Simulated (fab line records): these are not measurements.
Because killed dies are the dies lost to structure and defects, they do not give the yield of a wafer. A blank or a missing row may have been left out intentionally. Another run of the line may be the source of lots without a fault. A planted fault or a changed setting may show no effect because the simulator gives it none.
fab line records	flow nand_harc
record: lots: 6	wafers: 18	last_day: 34
route steps=1302 shown A_STAIRCASE@694
lots that met no fault: from a run of the same line without faults
start_h: hours from the record's opening day to when the first of the lot's shown wafers began	wait_h: hours elapsed since this lot's preceding step	" same as the row above	L1.1+2: several wafers, shown together as one row	- either no value or no given start	* or withheld: withheld	< > ~ a bound
route shown NAME@n: a module of which the file shows steps, and the number in the route of the first	usual: mean/standard deviation of fault-free wafers	same: alike in all rows	chamber/n: place in a boat	sites: readings site by site	_std_site: how widely they spread, as a standard deviation	_edge_site: the outer-site mean with the inner-site mean subtracted	radius_mm: for every site, how far away it sits from the centre of the wafer	mask NAME#n: copy n	behind: tool/chamber where the wafer was last shaped	hold: why the lot went on hold/how many hours it stayed there/how the hold came to an end	device: the n, p or np transistor that did not switch	end of line: tests run on the same wafers once the route is complete	for a step that has no rows: nothing shown but its recipe	killed: dies that structure and defects cost at the first sort, which is not the same as the wafer's yield	map: dies across one wafer; x = killed, . = not, _ = none there
set.NAME: the setting as run; set.NAME@STEP: as run at that earlier step	model.NAME: the simulator's own value behind a step, which no gauge read
a table for each step, a row for each wafer; lots at some steps of the route
services: a tool's chamber out of use, with start hour (start_h, from the record's first day; less than 0 if before it), hours out, and reason
== steps ==
step: NHARC_A_STAIRCASE_EBR_180
step: NHARC_A_STAIRCASE_EXPOSE_181
recipe: na: 0.5	dose_mj: 27.87	mask_id: STAIR_2
step: NHARC_A_STAIRCASE_PEB_182
recipe: peb_temp_c: 115	peb_time_s: 130
step: NHARC_A_STAIRCASE_DEVELOP_183
recipe: time_s: 140
step: NHARC_A_STAIRCASE_HARDBAKE_185
recipe: temp_c: 120	time_s: 140
step: NHARC_A_STAIRCASE_DESCUM_186
recipe: time_s: 3	o2_flow_sccm: 200	ar_flow_sccm: 0	bias_power_w: 0	chemistry: O2
usual: drypump_motor_current_A: 5.84/0.29	mfc_ar_sccm: 0.008/0.011	o2_flow_sccm: 200.0/0.59	oes_product_au: 1.002/0.0099	rf_vpp_V: 57.8/0.98	showerhead_plenum_p_Torr: 1.94/0.082	throttle_valve_pct: 11.310/0.0088
lot.wafer	tool	chamber	start_h	wait_h	drypump_motor_current_A	mfc_ar_sccm	o2_flow_sccm	oes_product_au	rf_hours_counter_h	rf_vpp_V	showerhead_plenum_p_Torr	throttle_valve_pct
L642.2	rie_diel-09	3	424.08	-	5.83	0.025	199.0	1.016	40	58.9	2.04	11.311
L642.1	"	0	"	"	5.97	0	199.8	1.014	38	58.7	1.98	11.309
L642.5	"	3	"	"	5.83	0.025	200.6	1.024	-	60.0	2.04	11.318
L644.4	rie_diel-09	3	447.68	-	5.84	0.025	199.9	1.027	44	57.8	2.04	11.316
L644.2	"	0	"	"	5.97	0	200.3	1.007	42	59.2	1.98	11.312
L644.6	"	3	"	"	5.82	0.025	199.7	1.009	-	57.9	2.04	11.321
L656.2	rie_diel-12	0	557.29	-	5.68	0.021	200.3	0.992	36	57.8	1.92	11.312
L656.1	"	1	"	"	5.87	0.014	200.2	0.998	38	58.6	1.92	11.308
L656.6	"	3	"	"	5.88	0	200.5	0.980	-	58.4	2.07	11.301
L657.1	rie_diel-09	1	568.87	-	5.88	0.030	200.1	1.004	19	57.7	1.85	11.304
L657.3	"	2	"	"	6.40	0.009	200.5	0.997	17	59.7	1.90	11.299
L657.5	"	1	"	"	5.90	0.030	199.8	0.998	-	57.1	1.85	11.313
L658.3	rie_diel-12	0	584.38	-	5.69	0.021	199.3	0.994	47	56.5	1.91	11.300
L658.1	"	2	"	"	5.66	0	200.0	1.007	46	58.2	1.95	11.324
L658.5	"	3	"	"	5.88	0	199.8	0.984	-	57.5	2.06	11.305
L659.3	rie_diel-02	1	584.77	-	5.59	0	200.7	1.005	1	56.6	1.80	11.309
L659.1	"	2	"	"	5.78	0.002	199.9	1.013	1	57.1	1.85	11.306
L659.2	"	3	"	"	5.27	0	199.7	0.992	1	58.0	1.97	11.331
step: NHARC_A_STAIRCASE_TRIM_187
recipe: time_s: 211.2	o2_flow_sccm: 500	ar_flow_sccm: 0	bias_w: 0	chemistry: O2
usual: drypump_motor_current_A: 5.9/0.3	mfc_ar_sccm: 0.008/0.011	o2_flow_sccm: 500.2/1.4	oes_product_au: 1.002/0.01	rf_vpp_V: 57.9/0.9	showerhead_plenum_p_Torr: 3.58/0.13	throttle_valve_pct: 17.036/0.0097
lot.wafer	tool	chamber	start_h	wait_h	drypump_motor_current_A	mfc_ar_sccm	o2_flow_sccm	oes_product_au	rf_hours_counter_h	rf_vpp_V	showerhead_plenum_p_Torr	throttle_valve_pct
L642.2	rie_diel-09	0	424.32	0.2	6.0	0	501.6	1.010	38	57.2	3.64	17.024
L642.1	"	2	"	"	6.5	0.009	502.3	0.995	30	58.4	3.54	17.031
L642.5	"	1	"	"	5.9	0.030	501.6	1.009	-	58.5	3.44	17.043
L644.4	rie_diel-09	2	447.81	0.1	6.4	0.009	499.5	0.995	36	57.6	3.53	17.044
L644.2	"	3	"	"	5.9	0.025	500.2	1.014	45	56.9	3.75	17.037
L644.6	"	2	"	"	6.4	0.009	501.4	0.997	-	56.4	3.53	17.033
L656.2	rie_diel-12	3	557.39	0.1	5.9	0	501.1	0.968	32	58.2	3.79	17.020
L656.1	"	0	"	"	5.7	0.021	499.8	0.995	36	58.6	3.53	17.033
L656.6	"	1	"	"	5.9	0.014	501.9	0.991	-	60.0	3.55	17.044
L657.3	rie_diel-09	3	568.98	0.1	5.9	0.025	499.7	1.011	18	58.4	3.73	17.049
L657.1	"	1	"	"	5.9	0.030	500.2	1.003	19	59.3	3.42	17.032
L657.5	"	1	"	"	5.9	0.030	499.6	1.000	-	56.7	3.42	17.035
L658.1	rie_diel-12	0	584.47	0.1	5.7	0.021	501.1	0.999	47	56.5	3.53	17.038
L658.3	"	2	"	"	5.7	0	501.7	1.016	46	58.4	3.59	17.026
L658.5	"	3	"	"	5.9	0	499.8	0.974	-	59.2	3.78	17.040
L659.1	rie_diel-02	2	584.85	0.1	5.8	0.002	501.1	1.025	1	57.4	3.42	17.026
L659.3	"	3	"	"	5.3	0	497.2	1.001	1	57.1	3.62	17.031
L659.2	"	1	"	"	5.7	0	498.4	1.008	1	57.4	3.34	17.035
step: NHARC_A_STAIRCASE_ETCH_188
recipe: target_depth_a: 1000	time_s: 40.5	ion_energy_ev: 400	c4f8_flow_sccm: 20	o2_flow_sccm: 10	ar_flow_sccm: withheld	rf_w: 600	bias_w: 1000	chemistry: C4F8/O2
usual: oes_product_au: 0.941/0.012	rf_vpp_V: 898/5
lot.wafer	tool	chamber	start_h	wait_h	oes_product_au	rf_hours_counter_h	rf_vpp_V
L642.2	rie_diel-09	3	-	-	0.932	41	906
L642.1	"	0	"	"	0.931	38	901
L642.5	"	3	"	"	0.937	-	904
L644.4	rie_diel-09	3	-	-	0.949	45	903
L644.2	"	2	"	"	0.930	36	898
L644.6	"	0	"	"	0.928	-	900
L656.1	rie_diel-12	2	-	-	0.945	32	898
L656.2	"	1	"	"	0.933	38	898
L656.6	"	2	"	"	0.932	-	897
L657.1	rie_diel-09	3	-	-	0.948	18	902
L657.3	"	2	"	"	0.938	17	895
L657.5	"	3	"	"	0.950	-	903
L658.3	rie_diel-12	2	-	-	0.948	46	898
L658.1	"	3	"	"	0.937	44	904
L658.5	"	0	"	"	0.950	-	896
L659.1	rie_diel-02	3	-	-	0.945	1	901
L659.3	"	1	"	"	0.954	1	889
L659.2	"	2	"	"	0.963	1	891
step: NHARC_A_STAIRCASE_TRIM_189
recipe: time_s: 211.2	o2_flow_sccm: 500	ar_flow_sccm: 0	bias_w: 0	chemistry: O2
step: NHARC_A_STAIRCASE_ETCH_190
recipe: target_depth_a: 1000	time_s: 40.5	ion_energy_ev: 400	c4f8_flow_sccm: 20	o2_flow_sccm: 10	ar_flow_sccm: withheld	rf_w: 600	bias_w: 1000	chemistry: C4F8/O2
usual: oes_product_au: 0.943/0.01	rf_vpp_V: 898/4.9
lot.wafer	tool	chamber	start_h	wait_h	oes_product_au	rf_hours_counter_h	rf_vpp_V
L642.2	rie_diel-09	2	-	-	0.939	31	896
L642.1	"	1	"	"	0.942	22	893
L642.5	"	3	"	"	0.960	-	903
L644.4	rie_diel-09	1	-	-	0.932	27	893
L644.2	"	2	"	"	0.942	36	897
L644.6	"	3	"	"	0.944	-	904
L656.2	rie_diel-12	3	-	-	0.924	32	905
L656.1	"	0	"	"	0.927	36	896
L656.6	"	3	"	"	0.924	-	906
L657.1	rie_diel-09	2	-	-	0.935	17	896
L657.3	"	3	"	"	0.950	18	902
L657.5	"	2	"	"	0.939	-	894
L658.1	rie_diel-12	0	-	-	0.943	47	895
L658.3	"	2	"	"	0.947	46	899
L658.5	"	2	"	"	0.944	-	900
L659.3	rie_diel-02	0	-	-	0.963	1	902
L659.2	"	2	"	"	0.967	1	891
L659.1	"	3	"	"	0.944	1	900
step: NHARC_A_STAIRCASE_TRIM_191
recipe: time_s: 211.2	o2_flow_sccm: 500	ar_flow_sccm: 0	bias_w: 0	chemistry: O2
usual: drypump_motor_current_A: 5.9/0.31	mfc_ar_sccm: 0.008/0.011	o2_flow_sccm: 500.0/1.4	oes_product_au: 1.003/0.01	rf_vpp_V: 57.8/0.92	showerhead_plenum_p_Torr: 3.59/0.13	throttle_valve_pct: 17.037/0.0092
lot.wafer	tool	chamber	start_h	wait_h	drypump_motor_current_A	mfc_ar_sccm	o2_flow_sccm	oes_product_au	rf_hours_counter_h	rf_vpp_V	showerhead_plenum_p_Torr	throttle_valve_pct
L642.1	rie_diel-09	0	-	-	6.0	0	499.6	1.003	38	59.0	3.64	17.046
L642.2	"	2	"	"	6.5	0.009	497.9	0.988	31	58.2	3.54	17.035
L642.5	"	1	"	"	5.9	0.030	498.1	1.018	-	57.0	3.44	17.038
L644.2	rie_diel-09	3	-	-	5.9	0.025	500.0	1.028	45	58.4	3.75	17.046
L644.4	"	0	"	"	6.0	0	499.1	1.016	42	58.4	3.64	17.041
L644.6	"	2	"	"	6.5	0.009	499.6	1.003	-	57.8	3.53	17.014
L656.1	rie_diel-12	2	-	-	5.7	0	499.5	1.006	33	57.8	3.60	17.036
L656.2	"	3	"	"	5.9	0	500.3	0.993	32	59.1	3.79	17.038
L656.6	"	3	"	"	5.9	0	498.7	0.982	-	58.1	3.79	17.038
L657.3	rie_diel-09	2	-	-	6.5	0.009	499.7	0.991	17	57.3	3.51	17.039
L657.1	"	3	"	"	5.9	0.025	498.9	1.004	18	60.1	3.73	17.037
L657.5	"	2	"	"	6.4	0.009	500.8	1.007	-	58.3	3.51	17.039
L658.3	rie_diel-12	3	-	-	5.9	0	500.8	0.988	44	58.2	3.78	17.024
L658.1	"	2	"	"	5.7	0	497.6	1.013	46	58.4	3.59	17.044
L658.5	"	2	"	"	5.7	0	499.3	1.002	-	58.0	3.59	17.051
L659.2	rie_diel-02	3	-	-	5.3	0	501.9	0.997	1	58.1	3.62	17.051
L659.3	"	0	"	"	6.1	0	502.7	0.990	1	59.5	3.71	17.041
L659.1	"	1	"	"	5.7	0	499.3	1.002	1	57.1	3.34	17.047
step: NHARC_A_STAIRCASE_ETCH_192
recipe: target_depth_a: 1000	time_s: 40.5	ion_energy_ev: 400	c4f8_flow_sccm: 20	o2_flow_sccm: 10	ar_flow_sccm: withheld	rf_w: 600	bias_w: 1000	chemistry: C4F8/O2
usual: oes_product_au: 0.944/0.011	rf_vpp_V: 898/5.1
lot.wafer	tool	chamber	start_h	wait_h	oes_product_au	rf_hours_counter_h	rf_vpp_V
L642.2	rie_diel-09	0	425.09	-	0.838	38	901
L642.1	"	1	"	"	0.950	22	894
L642.5	"	2	"	"	0.938	-	896
L644.4	rie_diel-09	0	448.99	-	0.847	42	900
L644.2	"	3	"	"	0.962	45	902
L644.6	"	1	"	"	0.946	-	892
L656.2	rie_diel-12	2	557.98	-	0.954	33	898
L656.1	"	0	"	"	0.947	36	897
L656.6	"	2	"	"	0.950	-	899
L657.3	rie_diel-09	1	569.69	-	0.945	19	890
L657.1	"	2	"	"	0.942	18	895
L657.5	"	3	"	"	0.940	-	904
L658.1	rie_diel-12	0	585.19	-	0.952	48	896
L658.3	"	2	"	"	0.956	46	898
L658.5	"	3	"	"	0.927	-	905
L659.2	rie_diel-02	3	585.47	-	0.938	1	900
L659.3	"	1	"	"	0.966	1	890
L659.1	"	2	"	"	0.958	1	891
step: NHARC_A_STAIRCASE_TRIM_193
recipe: time_s: 211.2	o2_flow_sccm: 500	ar_flow_sccm: 0	bias_w: 0	chemistry: O2
== services ==
tool	chamber	start_h	hours	kind
rie_diel-09	0	402.78	-	clean
rie_diel-09	1	402.78	-	clean
rie_diel-09	2	402.78	-	clean
rie_diel-09	3	402.78	-	clean
rie_diel-09	0	427.28	-	clean
rie_diel-09	1	427.28	-	clean
rie_diel-09	2	427.28	-	clean
rie_diel-09	3	427.28	-	clean
rie_diel-12	-	445.96	9.0	pm
rie_diel-09	0	453.57	-	clean
rie_diel-09	1	453.57	-	clean
rie_diel-09	2	453.57	-	clean
rie_diel-09	3	453.57	-	clean
rie_diel-12	2	474.63	9.5	repair
rie_diel-09	0	478.10	-	clean
rie_diel-09	1	478.10	-	clean
rie_diel-09	2	478.10	-	clean
rie_diel-09	3	478.10	-	clean
rie_diel-09	2	480.93	-	consumable_replace:focus_ring
rie_diel-09	1	490.75	10.6	repair
rie_diel-09	0	497.32	16.6	repair
rie_diel-09	-	497.91	9.0	pm
rie_diel-09	0	566.90	9.3	repair
rie_diel-02	-	570.88	9.0	pm
== key ==
first_sign: step: NHARC_A_STAIRCASE_ETCH_192	reading: oes_product_au	direction: down	sigmas: 9.6	usual: 0.944	struck: 0.843
effect none on later readings
met_at NHARC_A_STAIRCASE_ETCH_192
struck_wafers L642.2,L644.4
tester_left_out L642,L644
fault: kind: process_parameter_drift	tool: rie_diel-09	chamber: 0	onset_h: 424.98	steps: NHARC_A_STAIRCASE_ETCH_192	channel: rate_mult	offset: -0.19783	shape: step	end_h: 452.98
tester_left_out: of these lots the tester's yield and bins aren't shown, on N5 and GAA mostly nor the transistor test; their killed dies are dies lost to structure and defects alone, not to doping, threshold or leakage, so they don't give the yield
